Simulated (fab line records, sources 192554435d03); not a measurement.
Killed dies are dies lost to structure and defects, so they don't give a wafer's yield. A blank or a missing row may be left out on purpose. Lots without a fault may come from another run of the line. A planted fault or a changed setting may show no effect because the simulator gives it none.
fab line records | flow n5_finfet
record lots=5 wafers=15 last_day=18
route steps=1938 shown MIM_BOT_ETCH@1872 PASS1_CAP@1873 TV_LITHO@1875 TV_OPEN@1887 PAD_METAL@1893 PASSIVATION@1897
lots that met no fault: from a run of the same line without faults
start_h: hours from the record's first day to the start of the lot's first wafer shown | wait_h: hours since the lot's step before | " the same as in the row above | L1.1+2: a row that stands for several wafers | - no value, or no start given | * or withheld: withheld | < > ~ a bound
route shown NAME@n: a module of which the file shows steps, and the number in the route of the first | usual: mean/standard deviation of fault-free wafers | same: alike in all rows | chamber/n: place in a boat | sites: the reading at each site | _std_site: their standard deviation | _edge_site: outer sites' mean less inner sites' | radius_mm: how far each site lies from the wafer's centre | mask NAME#n: copy n | behind: the tool/chamber that last shaped the wafer | hold: why the lot was held/for how many hours/how that ended | device: the transistor (n, p or np) that didn't switch | end of line: the same wafers' tests at the end of the route | a step without rows: its recipe alone | killed: dies lost to structure and defects at the first sort, not the wafer's yield | map: a wafer's dies, x killed, . not, _ none there
set.NAME: the setting as run; set.NAME@STEP: as run at that earlier step | model.NAME: the simulator's own value behind a step, which no gauge read
lots at some steps of the route; a table a step, a row a wafer
services: from which hour (start_h, from the record's first day; less than 0 if before it) a tool's chamber was out of use, for how many hours, and why
## steps
# step N5_MIM_BOT_ETCH_SRD_06
# recipe dry=ipa_marangoni time_s=30 temp_c=23 rinse_liquid=diw
# same time_s=30
# columns lot.wafer tool chamber start_h wait_h
L077.1+4+5 wet_bench-05 3,0,1 316.82 0.0
L080.3+4+5 wet_bench-05 5,6,2 326.78 0.0
L085.3+4+5 wet_bench-05 5,3,0 365.77 0.0
L088.3+4+6 wet_bench-01 1,5,2 375.33 0.0
L095.1+3+4 wet_bench-06 1,7,0 411.96 0.0
# step N5_PASSIVATION_PECVD_55
# recipe material=SiO2 target_thk_a=4000 temp_c=400 precursor=SiH4/N2O pressure_torr=2.7 rf_w=608 time_s=22.5
# usual heater_power_w=632/78 showerhead_plenum_p_Torr=8.19/0.099 throttle_valve_pct=52/4.2
# same time_s=22.5
# columns lot.wafer tool chamber start_h wait_h heater_power_w showerhead_plenum_p_Torr throttle_valve_pct
L077.1 pecvd-03 2 316.87 0.0 579 8.13 48
L077.4 " 0 " " 677 8.18 49
L077.5 " 2 " " 616 8.14 48
L080.3 pecvd-03 0 326.83 0.0 633 8.20 49
L080.4 " 0 " " 660 8.20 49
L080.5 " 1 " " 568 8.22 59
L085.3 pecvd-04 1 365.82 0.0 668 8.41 54
L085.4 " 0 " " 700 8.15 50
L085.5 " 1 " " 668 8.41 54
L088.3 pecvd-02 1 375.38 0.0 691 8.15 58
L088.4 " 0 " " 535 8.05 52
L088.6 " 1 " " 699 8.16 58
L095.1 pecvd-04 2 412.01 0.0 551 8.18 52
L095.3 " 1 " " 684 8.42 54
L095.4 " 1 " " 699 8.41 54
# step N5_PASSIVATION_PECVD_01
# recipe material=SiNx target_thk_a=2000 temp_c=400 precursor=SiH4/NH3/N2 pressure_torr=4.9 rf_w=1406 time_s=43.2
# usual heater_power_w=359/79 showerhead_plenum_p_Torr=8.70/0.07 throttle_valve_pct=29.5/2.4
# same time_s=43.2
# columns lot.wafer tool chamber start_h wait_h heater_power_w showerhead_plenum_p_Torr throttle_valve_pct
L077.1 pecvd-03 2 316.90 0.0 373 8.64 27.4
L077.4 " 0 " " 254 8.68 27.5
L077.5 " 2 " " 396 8.64 27.4
L080.3 pecvd-03 0 326.87 0.0 323 8.71 27.7
L080.4 " 0 " " 326 8.69 28.0
L080.5 " 1 " " 334 8.71 33.6
L085.3 pecvd-04 1 365.86 0.0 385 8.85 30.4
L085.4 " 0 " " 396 8.66 28.2
L085.5 " 1 " " 401 8.84 30.4
L088.3 pecvd-02 1 375.42 0.0 380 8.68 32.8
L088.4 " 0 " " 201 8.60 29.2
L088.6 " 1 " " 392 8.65 32.6
L095.1 pecvd-04 2 412.04 0.0 174 8.67 29.6
L095.3 " 1 " " 322 8.85 30.5
L095.4 " 1 " " 336 8.84 30.5
# step N5_PASSIVATION_HMDS_03
# recipe time_s=60 temp_c=120
# usual heater_power_total_W=196.9/2.1
# same time_s=60
# columns lot.wafer tool chamber start_h wait_h heater_power_total_W
L077.1 litho_track-04 0 316.98 0.1 193.9
L077.4 " 0 " " 198.8
L077.5 " 0 " " 199.8
L080.3 litho_track-02 0 328.31 1.4 197.9
L080.4 " 0 " " 194.4
L080.5 " 0 " " 196.2
L085.3 litho_track-04 0 367.29 1.4 197.6
L085.4 " 0 " " 194.8
L085.5 " 0 " " 199.4
L088.3 litho_track-05 0 375.99 0.5 198.5
L088.4 " 0 " " 194.0
L088.6 " 0 " " 197.3
L095.1 litho_track-05 0 416.86 4.8 199.6
L095.3 " 0 " " 195.9
L095.4 " 0 " " 199.4
# step N5_PASSIVATION_COAT_04
# recipe spin_rpm=* resist_thk_nm=*
# usual spin_speed_rpm=*
# columns lot.wafer tool chamber start_h wait_h spin_speed_rpm
L077.1 litho_track-04 0 - - *
L077.4 " 0 " " *
L077.5 " 0 " " *
L080.3 litho_track-02 0 - - *
L080.4 " 0 " " *
L080.5 " 0 " " *
L085.3 litho_track-04 0 - - *
L085.4 " 0 " " *
L085.5 " 0 " " *
L088.3 litho_track-05 0 - - *
L088.4 " 0 " " *
L088.6 " 0 " " *
L095.1 litho_track-05 0 - - *
L095.3 " 0 " " *
L095.4 " 0 " " *
# step N5_PASSIVATION_EBR_06
# recipe solvent=PGMEA ebr_width_mm=1.5
# same ebr_width_mm=1.5
# columns lot.wafer tool chamber start_h wait_h
L077.1+4+5 litho_track-04 0 - -
L080.3+4+5 litho_track-02 0 - -
L085.3+4+5 litho_track-04 0 - -
L088.3+4+6 litho_track-05 0 - -
L095.1+3+4 litho_track-05 0 - -
# step N5_PASSIVATION_SOFTBAKE_05
# recipe temp_c=100 time_s=90
# usual heater_power_total_W=121.2/0.6
# same time_s=90
# columns lot.wafer tool chamber start_h wait_h heater_power_total_W
L077.1 litho_track-04 0 - - 121.7
L077.4 " 0 " " 121.9
L077.5 " 0 " " 121.3
L080.3 litho_track-02 0 - - 122.1
L080.4 " 0 " " 122.0
L080.5 " 0 " " 121.3
L085.3 litho_track-04 0 - - 121.3
L085.4 " 0 " " 121.3
L085.5 " 0 " " 121.3
L088.3 litho_track-05 0 - - 121.3
L088.4 " 0 " " 120.9
L088.6 " 0 " " 121.0
L095.1 litho_track-05 0 - - 119.8
L095.3 " 0 " " 122.0
L095.4 " 0 " " 120.5
# step N5_PASSIVATION_EXPOSE_07
# recipe mask_id=TV na=0.55 source_shape=conventional sigma_outer=0.8 polarization=unpolarized defocus_nm=0 target_cd_nm=3000 dose_mj=22.75
# columns lot.wafer tool chamber start_h wait_h mask
L077.1+4+5 krf_scanner-02 0 317.09 - TV#0
L080.3+4+5 krf_scanner-01 0 328.43 - TV#0
L085.3+4+5 krf_scanner-01 0 367.54 - TV#0
L088.3+4+6 krf_scanner-01 0 376.23 - TV#0
L095.1+3+4 krf_scanner-02 0 416.96 - TV#0
# step N5_PASSIVATION_PEB_08
# recipe peb_temp_c=withheld peb_time_s=*
# same peb_time_s=*
# columns lot.wafer tool chamber start_h wait_h
L077.1+4+5 litho_track-04 0 317.14 0.1
L080.3+4+5 litho_track-02 0 328.47 0.0
L085.3+4+5 litho_track-05 0 367.59 0.0
L088.3+4+6 litho_track-02 0 376.28 0.0
L095.1+3+4 litho_track-02 0 417.02 0.1
# step N5_PASSIVATION_DEVELOP_09
# recipe develop_time_s=60 rinse_liquid=diw dry=air_spin dev_temp_c=21
# columns lot.wafer tool chamber start_h wait_h
L077.1+4+5 litho_track-04 0 - -
L080.3+4+5 litho_track-02 0 - -
L085.3+4+5 litho_track-05 0 - -
L088.3+4+6 litho_track-02 0 - -
L095.1+3+4 litho_track-02 0 - -
# step N5_PASSIVATION_HARDBAKE_11
# recipe temp_c=130 time_s=120
# usual heater_power_total_W=148.2/0.88
# same time_s=120
# columns lot.wafer tool chamber start_h wait_h heater_power_total_W
L077.1 litho_track-04 0 - - 148.7
L077.4 " 0 " " 148.4
L077.5 " 0 " " 147.2
L080.3 litho_track-02 0 - - 149.0
L080.4 " 0 " " 148.8
L080.5 " 0 " " 148.6
L085.3 litho_track-05 0 - - 146.1
L085.4 " 0 " " 146.8
L085.5 " 0 " " 147.9
L088.3 litho_track-02 0 - - 146.9
L088.4 " 0 " " 147.3
L088.6 " 0 " " 149.3
L095.1 litho_track-02 0 - - 149.1
L095.3 " 0 " " 147.3
L095.4 " 0 " " 148.1
# step N5_PASSIVATION_CD_MEAS_10
# recipe target_cd_nm=3000 landing_energy_ev=500 detector=se_inlens
# usual cd_nm=2999.6/1.7
# columns lot.wafer tool chamber start_h wait_h cd_nm
L077.1 cd_sem-01 0 317.26 - 3000.5
L077.4 " 0 " " 2999.8
L077.5 " 0 " " 2998.1
L080.3 cd_sem-03 0 328.59 - 2997.4
L080.4 " 0 " " 3001.8
L080.5 " 0 " " 3001.2
L085.3 cd_sem-03 0 367.71 - 3002.7
L085.4 " 0 " " 3001.5
L085.5 " 0 " " 3001.3
L088.3 cd_sem-02 0 376.40 - 2999.6
L088.4 " 0 " " 2999.0
L088.6 " 0 " " 2999.5
L095.1 cd_sem-01 0 417.14 - 2998.0
L095.3 " 0 " " 3001.3
L095.4 " 0 " " 3000.1
# step N5_PASSIVATION_OVL_MEAS_60
# recipe points_per_wafer=44
# usual TV_OVL=-1/4.8
# columns lot.wafer tool chamber start_h wait_h TV_OVL[nm]
L077.1 overlay-02 0 317.29 0.0 -1
L077.4 " 0 " " 1
L077.5 " 0 " " -1
L080.3 overlay-01 0 328.62 0.0 -2
L080.4 " 0 " " -1
L080.5 " 0 " " -7
L085.3 overlay-02 0 367.74 0.0 0
L085.4 " 0 " " -10
L085.5 " 0 " " -3
L088.3 overlay-01 0 376.42 0.0 -4
L088.4 " 0 " " 1
L088.6 " 0 " " 3
L095.1 overlay-02 0 417.17 0.0 -3
L095.3 " 0 " " 0
L095.4 " 0 " " -6
# step N5_PASSIVATION_INSPECT_61
# recipe mode=adi inspect_instrument=macro
# usual raw_defect_count=2.1/1.5
# columns lot.wafer tool chamber start_h wait_h raw_defect_count
L077.1 defect_inspect-01 - 317.32 0.0 4
L077.4 " - " " 2
L077.5 " - " " 2
L080.3 defect_inspect-02 - 328.65 0.0 2
L080.4 " - " " 3
L080.5 " - " " 1
L085.3 defect_inspect-02 - 367.76 0.0 1
L085.4 " - " " 1
L085.5 " - " " 2
L088.3 defect_inspect-02 - 376.45 0.0 2
L088.4 " - " " 7
L088.6 " - " " 2
L095.1 defect_inspect-02 - 417.20 0.0 1
L095.3 " - " " 1
L095.4 " - " " 5
# step N5_PASSIVATION_DESCUM_12
# recipe chemistry=O2 time_s=7.9 source_power_w=50 bias_power_w=20 pressure_mtorr=20 rf_frequency_hz=2.712e+07 temp_c=40 o2_flow_sccm=225
# usual chamber_pressure_mTorr=20.002/0.019 drypump_motor_current_A=5.49/0.25 oes_product_au=0.80/0.098 rf_vpp_V=242.7/1.5 showerhead_plenum_p_Torr=2.06/0.076 throttle_valve_pct=20.4/0.3
# same time_s=7.9
# columns lot.wafer tool chamber start_h wait_h chamber_pressure_mTorr drypump_motor_current_A oes_product_au rf_hours_counter_h rf_vpp_V showerhead_plenum_p_Torr throttle_valve_pct
L077.1 rie_diel-01 3 317.51 0.2 19.976 5.67 0.73 171 242.4 2.00 20.1
L077.4 " 0 " " 19.990 5.08 0.78 - 244.4 2.11 20.7
L077.5 " 3 " " 19.999 5.68 0.72 - 241.9 2.00 20.1
L080.3 rie_diel-03 0 328.93 0.3 20.019 5.58 0.68 247 241.7 2.06 20.3
L080.4 " 3 " " 20.001 5.69 0.94 12 241.6 2.06 20.4
L080.5 " 0 " " 20.032 5.59 0.69 - 242.9 2.06 20.3
L085.3 rie_diel-03 1 367.79 0.0 20.001 5.22 0.72 195 240.1 1.90 20.2
L085.4 " 2 " " 19.993 5.29 0.70 - 242.1 2.07 21.0
L085.5 " 1 " " 20.006 5.22 0.73 - 241.0 1.90 20.2
L088.3 rie_diel-01 0 376.70 0.3 19.998 5.06 0.77 125 243.2 2.10 20.7
L088.4 " 2 " " 19.989 5.68 0.93 17 241.7 2.05 20.3
L088.6 " 0 " " 20.035 5.08 0.77 - 244.9 2.10 20.7
L095.1 rie_diel-03 2 417.38 0.2 20.003 5.28 0.68 242 243.5 2.06 21.0
L095.3 " 3 " " 19.976 5.69 0.87 42 242.3 2.05 20.5
L095.4 " 0 " " 20.013 5.53 0.94 12 243.7 2.05 20.0
# step N5_PASSIVATION_PASS_ETCH_74
# recipe chemistry=CF4/O2 target=SiNx target_depth_a=2200 time_s=110 ion_energy_ev=100 pressure_mtorr=40 source_w=535 bias_w=49 Ar_flow_sccm=100 cf4_flow_sccm=100 O2_flow_sccm=10
# usual chamber_pressure_mTorr=40.00/0.039 drypump_motor_current_A=5.49/0.25 oes_product_au=0.80/0.098 rf_vpp_V=240.6/2.8 showerhead_plenum_p_Torr=2.17/0.072 throttle_valve_pct=15.96/0.3
# same time_s=110
# columns lot.wafer tool chamber start_h wait_h chamber_pressure_mTorr drypump_motor_current_A oes_product_au rf_hours_counter_h rf_vpp_V showerhead_plenum_p_Torr throttle_valve_pct
L077.1 rie_diel-01 3 317.58 0.0 39.95 5.67 0.74 171 239.2 2.12 15.81
L077.4 " 0 " " 40.03 5.06 0.79 - 242.1 2.22 16.19
L077.5 " 3 " " 40.03 5.66 0.74 - 239.5 2.12 15.81
L080.3 rie_diel-03 0 329.00 0.0 40.01 5.58 0.71 247 234.1 2.17 15.99
L080.4 " 3 " " 40.05 5.70 0.94 12 241.2 2.16 15.87
L080.5 " 0 " " 39.94 5.59 0.69 - 234.9 2.17 16.01
L085.3 rie_diel-03 1 367.86 0.0 40.00 5.18 0.72 195 239.1 2.03 15.87
L085.4 " 2 " " 39.91 5.26 0.70 - 243.7 2.18 16.57
L085.5 " 1 " " 40.01 5.19 0.73 - 238.8 2.03 15.87
L088.3 rie_diel-01 0 376.77 0.0 39.94 5.06 0.77 125 243.1 2.21 16.22
L088.4 " 2 " " 39.88 5.69 0.92 17 243.0 2.17 15.79
L088.6 " 0 " " 40.02 5.06 0.76 - 242.2 2.22 16.22
L095.1 rie_diel-03 2 418.36 0.9 40.03 5.35 0.69 242 242.4 2.18 16.62
L095.3 " 3 " " 39.97 5.72 0.88 42 241.3 2.15 15.95
L095.4 " 0 " " 39.99 5.57 0.96 12 235.2 2.17 15.56
# step N5_PASSIVATION_VIA_ETCH_13
# recipe chemistry=CHF3/O2 target=SiO2 target_depth_a=6600 CHF3_flow_sccm=50 O2_flow_sccm=5 Ar_flow_sccm=200 time_s=330 mask_material=PR pressure_mtorr=30 source_w=650 bias_w=170 ion_energy_ev=200 ends=cleared
# usual chamber_pressure_mTorr=30.000/0.028 drypump_motor_current_A=5.50/0.25 etch_rf_on_time_s=235/5 oes_product_au=0.73/0.089 rf_vpp_V=524/5.9 showerhead_plenum_p_Torr=2.37/0.078 throttle_valve_pct=18.9/0.3
# columns lot.wafer tool chamber start_h wait_h chamber_pressure_mTorr drypump_motor_current_A etch_rf_on_time_s oes_product_au rf_hours_counter_h rf_vpp_V showerhead_plenum_p_Torr throttle_valve_pct
L077.1 rie_diel-01 3 317.67 0.0 29.995 5.67 235 0.66 171 521 2.32 18.7
L077.4 " 0 " " 29.995 5.08 239 0.71 - 528 2.43 19.1
L077.5 " 3 " " 30.002 5.66 238 0.65 - 523 2.32 18.7
L080.3 rie_diel-03 0 329.09 0.0 30.005 5.55 239 0.63 247 512 2.37 18.8
L080.4 " 3 " " 30.016 5.71 235 0.84 12 525 2.36 18.8
L080.5 " 0 " " 30.002 5.56 241 0.62 - 510 2.37 18.8
L085.3 rie_diel-03 1 367.95 0.0 30.017 5.21 234 0.66 195 518 2.22 18.8
L085.4 " 2 " " 30.022 5.32 241 0.63 - 529 2.39 19.5
L085.5 " 1 " " 29.989 5.20 236 0.66 - 518 2.22 18.8
L088.3 rie_diel-01 0 376.86 0.0 30.011 5.08 234 0.70 125 529 2.42 19.1
L088.4 " 2 " " 30.041 5.70 239 0.84 17 530 2.37 18.7
L088.6 " 0 " " 30.014 5.07 235 0.70 - 528 2.42 19.1
L095.1 rie_diel-03 2 418.45 0.0 30.009 5.33 237 0.63 242 530 2.38 19.5
L095.3 " 3 " " 29.994 5.71 231 0.79 42 524 2.35 18.8
L095.4 " 0 " " 30.017 5.55 228 0.85 12 510 2.37 18.5
# step N5_PASSIVATION_STRIP_14
# recipe chemistry=O2 power_w=600 temp_c=60 pressure_mtorr=30 rf_frequency_hz=6e+07 bias_power_w=0 overash_fraction=0.5 o2_flow_sccm=225
# usual chamber_pressure_mTorr=30.00/0.052 drypump_motor_current_A=5.49/0.25 oes_product_au=0.80/0.099 rf_vpp_V=3.6/0.91 showerhead_plenum_p_Torr=2.06/0.076 throttle_valve_pct=16.63/0.3
# columns lot.wafer tool chamber start_h wait_h chamber_pressure_mTorr drypump_motor_current_A oes_product_au rf_hours_counter_h rf_vpp_V showerhead_plenum_p_Torr throttle_valve_pct
L077.1 rie_diel-01 3 317.87 0.1 30.00 5.67 0.72 171 3.4 2.00 16.41
L077.4 " 0 " " 29.95 5.08 0.78 - 2.9 2.11 16.87
L077.5 " 3 " " 30.07 5.66 0.73 - 5.6 2.00 16.42
L080.3 rie_diel-03 0 329.29 0.1 29.91 5.56 0.69 247 4.0 2.06 16.66
L080.4 " 3 " " 29.95 5.68 0.93 12 4.6 2.06 16.61
L080.5 " 0 " " 30.04 5.55 0.69 - 2.0 2.06 16.67
L085.3 rie_diel-03 1 368.15 0.1 29.94 5.21 0.72 195 3.0 1.91 16.52
L085.4 " 2 " " 30.03 5.30 0.69 - 3.0 2.07 17.26
L085.5 " 1 " " 29.90 5.22 0.73 - 1.8 1.91 16.53
L088.3 rie_diel-01 0 377.06 0.1 30.05 5.06 0.77 125 4.3 2.11 16.90
L088.4 " 2 " " 29.98 5.68 0.92 17 3.1 2.06 16.48
L088.6 " 0 " " 30.00 5.06 0.78 - 2.3 2.11 16.90
L095.1 rie_diel-03 2 418.65 0.1 29.96 5.24 0.68 242 3.2 2.07 17.24
L095.3 " 3 " " 29.97 5.71 0.88 42 5.5 2.05 16.62
L095.4 " 0 " " 29.98 5.59 0.95 12 3.5 2.06 16.25
# step N5_PASSIVATION_ETCH_15
# recipe chemistry=CF4/N2 target=SiCN target_depth_a=750 taper_deg=2 time_s=81.2 ion_energy_ev=150 mask_material=SiNx pressure_mtorr=40 source_w=430 bias_w=70 Ar_flow_sccm=100 cf4_flow_sccm=60 n2_flow_sccm=60
# usual chamber_pressure_mTorr=40.00/0.039 drypump_motor_current_A=5.49/0.26 oes_product_au=0.80/0.098 rf_vpp_V=381.3/1.9 showerhead_plenum_p_Torr=2.17/0.074 throttle_valve_pct=15.4/0.3
# same time_s=81.2
# columns lot.wafer tool chamber start_h wait_h chamber_pressure_mTorr drypump_motor_current_A oes_product_au rf_hours_counter_h rf_vpp_V showerhead_plenum_p_Torr throttle_valve_pct
L077.1 rie_diel-01 3 - - 40.03 5.65 0.73 171 380.9 2.12 15.3
L077.4 " 0 " " 39.97 5.08 0.79 - 381.8 2.22 15.6
L077.5 " 3 " " 40.04 5.66 0.73 - 380.2 2.12 15.3
L080.3 rie_diel-03 0 - - 39.98 5.55 0.70 247 380.6 2.17 15.5
L080.4 " 3 " " 40.03 5.69 0.95 12 380.7 2.17 15.3
L080.5 " 0 " " 40.02 5.53 0.69 - 380.9 2.17 15.5
L085.3 rie_diel-03 1 - - 39.98 5.25 0.73 195 377.5 2.02 15.3
L085.4 " 2 " " 39.95 5.29 0.69 - 381.4 2.19 16.1
L085.5 " 1 " " 40.07 5.20 0.72 - 378.7 2.02 15.3
L088.3 rie_diel-01 0 - - 39.98 5.06 0.78 125 382.1 2.22 15.7
L088.4 " 2 " " 39.94 5.70 0.93 17 380.4 2.17 15.2
L088.6 " 0 " " 39.98 5.06 0.77 - 383.8 2.22 15.7
L095.1 rie_diel-03 2 - - 40.02 5.30 0.68 242 380.5 2.18 16.1
L095.3 " 3 " " 40.03 5.71 0.87 42 380.9 2.16 15.4
L095.4 " 0 " " 40.03 5.60 0.95 12 382.1 2.17 15.0
# step N5_PASSIVATION_STRIP_73
# recipe chemistry=post_etch_residue_remover time_s=60 temp_c=25 remover_ph=withheld remover_water_wt_pct=withheld remover_fluoride_wt_pct=withheld
# same time_s=60
# columns lot.wafer tool chamber start_h wait_h
L077.1+4+5 wet_bench-03 2,7,3 318.02 -
L080.3+4+5 wet_bench-02 3,0,2 329.44 -
L085.3+4+5 wet_bench-02 7,3,6 368.31 -
L088.3+4+6 wet_bench-02 4,7,1 377.21 -
L095.1+3+4 wet_bench-04 3,2,1 418.81 -
# step N5_PASSIVATION_SRD_17
# recipe time_s=30 temp_c=23 rinse_liquid=diw dry=n2_spin spin_rpm=1500 dry_time_s=30
# same time_s=30
# columns lot.wafer tool chamber start_h wait_h
L077.1+4+5 wet_bench-03 2,7,3 318.04 0.0
L080.3+4+5 wet_bench-02 3,0,2 329.46 0.0
L085.3+4+5 wet_bench-02 7,3,6 368.33 0.0
L088.3+4+6 wet_bench-02 4,7,1 377.23 0.0
L095.1+3+4 wet_bench-04 3,2,1 418.85 0.0
# step N5_PASSIVATION_DEGAS_18
# recipe ambient=vacuum temp_c=300 time_s=60
# usual heater_power_w=462/44
# same time_s=60
# columns lot.wafer tool chamber start_h wait_h heater_power_w
L077.1 pvd_sputter-03 - 318.34 0.3 421
L077.4 " - " " 471
L077.5 " - " " 446
L080.3 pvd_sputter-03 - 329.52 0.0 447
L080.4 " - " " 417
L080.5 " - " " 465
L085.3 pvd_sputter-03 - 368.61 0.3 486
L085.4 " - " " 451
L085.5 " - " " 466
L088.3 pvd_sputter-01 - 378.05 0.8 402
L088.4 " - " " 436
L088.6 " - " " 515
L095.1 pvd_sputter-02 - 420.47 1.6 501
L095.3 " - " " 450
L095.4 " - " " 566
# step N5_PASSIVATION_PRE_CLEAN_19
# recipe gas=H2/He time_s=* temp_c=*
# usual heater_power_w=461/44
# same time_s=*
# columns lot.wafer tool chamber start_h wait_h heater_power_w
L077.1 pvd_sputter-03 - 318.38 0.0 423
L077.4 " - " " 462
L077.5 " - " " 458
L080.3 pvd_sputter-03 - 329.56 0.0 457
L080.4 " - " " 417
L080.5 " - " " 452
L085.3 pvd_sputter-03 - 368.65 0.0 484
L085.4 " - " " 445
L085.5 " - " " 464
L088.3 pvd_sputter-01 - 378.09 0.0 396
L088.4 " - " " 438
L088.6 " - " " 522
L095.1 pvd_sputter-02 - 420.51 0.0 516
L095.3 " - " " 454
L095.4 " - " " 553
# step N5_PASSIVATION_SPUTTER_20
# recipe material=TaN target_thk_a=500 temp_c=25 chamber_pressure_pa=0.4
# usual throttle_valve_pct=30.0/1.2
# columns lot.wafer tool chamber start_h wait_h throttle_valve_pct
L077.1 pvd_sputter-03 - 318.42 0.0 30.3
L077.4 " - " " 30.9
L077.5 " - " " 30.9
L080.3 pvd_sputter-03 - 329.60 0.0 31.0
L080.4 " - " " 30.9
L080.5 " - " " 30.8
L085.3 pvd_sputter-03 - 368.69 0.0 29.8
L085.4 " - " " 30.9
L085.5 " - " " 30.9
L088.3 pvd_sputter-01 - 378.13 0.0 30.2
L088.4 " - " " 30.8
L088.6 " - " " 29.3
L095.1 pvd_sputter-02 - 420.55 0.0 28.8
L095.3 " - " " 31.5
L095.4 " - " " 31.8
# step N5_PASSIVATION_AL_DEP_21
# recipe material=Al target_thk_a=28000 temp_c=400 time_s=170 power_w=30000 chamber_pressure_pa=0.4 gas=Ar
# usual throttle_valve_pct=30.0/1.2
# same time_s=170
# columns lot.wafer tool chamber start_h wait_h throttle_valve_pct
L077.1 pvd_sputter-03 - 318.52 0.1 30.1
L077.4 " - " " 30.9
L077.5 " - " " 30.7
L080.3 pvd_sputter-03 - 329.70 0.1 30.9
L080.4 " - " " 30.5
L080.5 " - " " 30.8
L085.3 pvd_sputter-03 - 368.79 0.1 30.1
L085.4 " - " " 30.8
L085.5 " - " " 30.8
L088.3 pvd_sputter-01 - 378.23 0.1 29.7
L088.4 " - " " 30.7
L088.6 " - " " 29.2
L095.1 pvd_sputter-02 - 420.65 0.1 28.9
L095.3 " - " " 31.7
L095.4 " - " " 31.6
# step N5_PASSIVATION_HMDS_23
# recipe time_s=60 temp_c=120
# usual heater_power_total_W=196.9/2.1
# same time_s=60
# columns lot.wafer tool chamber start_h wait_h heater_power_total_W
L077.1 litho_track-05 0 318.71 0.1 194.3
L077.4 " 0 " " 198.5
L077.5 " 0 " " 194.1
L080.3 litho_track-05 0 329.88 0.1 197.9
L080.4 " 0 " " 194.2
L080.5 " 0 " " 196.7
L085.3 litho_track-03 0 368.97 0.1 199.7
L085.4 " 0 " " 195.7
L085.5 " 0 " " 199.8
L088.3 litho_track-01 0 378.41 0.1 197.5
L088.4 " 0 " " 194.3
L088.6 " 0 " " 199.6
L095.1 litho_track-01 0 420.84 0.1 199.8
L095.3 " 0 " " 197.3
L095.4 " 0 " " 199.7
# step N5_PASSIVATION_COAT_24
# recipe spin_rpm=3000 resist_thk_nm=withheld
# usual spin_speed_rpm=2999.6/2.4
# columns lot.wafer tool chamber start_h wait_h spin_speed_rpm
L077.1 litho_track-05 0 - - 3000.4
L077.4 " 0 " " 2999.8
L077.5 " 0 " " 2994.5
L080.3 litho_track-05 0 - - 2998.9
L080.4 " 0 " " 3004.2
L080.5 " 0 " " 2995.6
L085.3 litho_track-03 0 - - 3001.1
L085.4 " 0 " " 3000.6
L085.5 " 0 " " 3001.1
L088.3 litho_track-01 0 - - 2998.2
L088.4 " 0 " " 2998.7
L088.6 " 0 " " 2999.4
L095.1 litho_track-01 0 - - 2996.8
L095.3 " 0 " " 2994.3
L095.4 " 0 " " 3000.2
# step N5_PASSIVATION_EBR_26
# recipe solvent=PGMEA ebr_width_mm=1.5
# same ebr_width_mm=1.5
# columns lot.wafer tool chamber start_h wait_h
L077.1+4+5 litho_track-05 0 - -
L080.3+4+5 litho_track-05 0 - -
L085.3+4+5 litho_track-03 0 - -
L088.3+4+6 litho_track-01 0 - -
L095.1+3+4 litho_track-01 0 - -
# step N5_PASSIVATION_SOFTBAKE_25
# recipe temp_c=100 time_s=90
# usual heater_power_total_W=121.3/0.61
# same time_s=90
# columns lot.wafer tool chamber start_h wait_h heater_power_total_W
L077.1 litho_track-05 0 - - 121.3
L077.4 " 0 " " 121.9
L077.5 " 0 " " 121.8
L080.3 litho_track-05 0 - - 121.5
L080.4 " 0 " " 120.6
L080.5 " 0 " " 120.0
L085.3 litho_track-03 0 - - 121.2
L085.4 " 0 " " 121.7
L085.5 " 0 " " 121.5
L088.3 litho_track-01 0 - - 122.1
L088.4 " 0 " " 121.2
L088.6 " 0 " " 121.9
L095.1 litho_track-01 0 - - 121.3
L095.3 " 0 " " 122.2
L095.4 " 0 " " 122.2
# step N5_PASSIVATION_EXPOSE_27
# recipe mask_id=PAD na=0.55 source_shape=conventional sigma_outer=0.8 polarization=unpolarized defocus_nm=0 dose_mj=32.3
# columns lot.wafer tool chamber start_h wait_h mask
L077.1+4+5 krf_scanner-02 0 318.94 - PAD#0
L080.3+4+5 krf_scanner-01 0 330.13 - PAD#0
L085.3+4+5 krf_scanner-02 0 369.22 - PAD#0
L088.3+4+6 krf_scanner-01 0 378.66 - PAD#0
L095.1+3+4 krf_scanner-01 0 421.07 - PAD#0
# step N5_PASSIVATION_PEB_28
# recipe peb_temp_c=withheld peb_time_s=*
# same peb_time_s=*
# columns lot.wafer tool chamber start_h wait_h
L077.1+4+5 litho_track-03 0 319.00 0.1
L080.3+4+5 litho_track-05 0 330.17 0.0
L085.3+4+5 litho_track-05 0 369.26 0.0
L088.3+4+6 litho_track-03 0 378.70 0.0
L095.1+3+4 litho_track-03 0 421.13 0.1
# step N5_PASSIVATION_DEVELOP_29
# recipe develop_time_s=60 rinse_liquid=diw dry=air_spin dev_temp_c=21
# columns lot.wafer tool chamber start_h wait_h
L077.1+4+5 litho_track-03 0 - -
L080.3+4+5 litho_track-05 0 - -
L085.3+4+5 litho_track-05 0 - -
L088.3+4+6 litho_track-03 0 - -
L095.1+3+4 litho_track-03 0 - -
# step N5_PASSIVATION_HARDBAKE_31
# recipe temp_c=130 time_s=120
# usual heater_power_total_W=148.2/0.93
# same time_s=120
# columns lot.wafer tool chamber start_h wait_h heater_power_total_W
L077.1 litho_track-03 0 - - 148.9
L077.4 " 0 " " 146.7
L077.5 " 0 " " 149.2
L080.3 litho_track-05 0 - - 148.8
L080.4 " 0 " " 147.1
L080.5 " 0 " " 147.2
L085.3 litho_track-05 0 - - 148.3
L085.4 " 0 " " 148.9
L085.5 " 0 " " 148.1
L088.3 litho_track-03 0 - - 149.1
L088.4 " 0 " " 148.9
L088.6 " 0 " " 148.4
L095.1 litho_track-03 0 - - 147.5
L095.3 " 0 " " 149.2
L095.4 " 0 " " 147.0
## services
# columns tool chamber start_h hours kind
pecvd-03 - 297.02 5.5 pm
krf_scanner-01 - 308.13 3.0 pm
pecvd-02 1 333.33 8.4 repair
rie_diel-03 0 338.53 - clean
rie_diel-03 0 338.53 - consumable_replace:focus_ring
rie_diel-03 0 338.53 20.6 scheduled_down
rie_diel-03 - 339.99 0.7 repair
krf_scanner-01 - 344.30 0.8 pm
pecvd-04 0 344.39 3.6 repair
krf_scanner-02 - 348.03 1.1 repair
rie_diel-01 0 358.70 5.0 repair
rie_diel-03 0 364.52 16.1 repair
rie_diel-01 0 367.00 3.0 repair
krf_scanner-02 - 376.39 1.5 repair
wet_bench-04 - 383.51 2.6 repair
krf_scanner-02 - 385.49 2.4 repair
krf_scanner-02 - 387.93 1.0 pm
krf_scanner-01 - 388.93 1.0 pm
krf_scanner-02 - 391.60 0.5 repair
krf_scanner-01 - 393.51 0.6 repair
krf_scanner-02 - 399.93 0.8 pm
krf_scanner-02 - 407.15 1.3 pm
krf_scanner-01 - 412.77 4.0 pm
pvd_sputter-01 - 415.17 1.8 repair
## key
fault none
